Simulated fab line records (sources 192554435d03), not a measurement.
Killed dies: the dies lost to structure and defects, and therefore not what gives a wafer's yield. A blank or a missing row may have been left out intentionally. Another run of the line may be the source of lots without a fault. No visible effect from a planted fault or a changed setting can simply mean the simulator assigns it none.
Matching of chambers | flow n5Finfet | N5_BEOL_M3_ETCH_64 on rieDiel-06 has 4 sister chambers
The step etches SOC in N2/H2, target depth 75 nm, overetch 15 nm, time 112.5 s. 4 wafers are shown with their chamber, then 10 later ones without.

WAFERS, EACH WITH ITS CHAMBER
wafer  | chamber | throttleValvePct (%)
L087.3 | 0       | 17.54
L087.5 | 3       | 17.79
L089.1 | 2       | 17.93
L089.5 | 1       | 18.06

WAFERS WITHOUT THEIR CHAMBER
wafer  | throttleValvePct (%)
L089.6 | 17.54
L091.1 | 17.80
L091.2 | 18.07
L091.4 | 17.94
L093.1 | 18.07
L093.3 | 17.80
L093.4 | 17.93
L096.3 | 17.57
L096.5 | 17.56
L096.6 | 17.81

WHICH CHAMBER EACH ONE RAN IN
wafer  | from the rows above | in truth
L089.6 | 0                   | 0
L091.1 | 3                   | 3
L091.2 | 1                   | 1
L091.4 | 2                   | 2
L093.1 | 1                   | 1
L093.3 | 3                   | 3
L093.4 | 2                   | 2
L096.3 | 0                   | 0
L096.5 | 0                   | 0
L096.6 | 3                   | 3
Correctly placed: 10 of 10. Can't be placed from these rows: 0. Number placed wrongly: 0.
How it was worked out, from the rows above alone: a wafer's distance from a chamber is the root of the sum, over the readings, of the square of ((its reading less the chamber's mean) divided by the reading's scatter). If the next closest chamber is less than 2 further off than the closest, the wafer can't be placed; otherwise it belongs to the closest. Each chamber's mean is taken over the wafers shown for it. The scatter: with one shown wafer a chamber, the root of the mean of the squares of how far each hidden wafer lies from its nearest shown one.
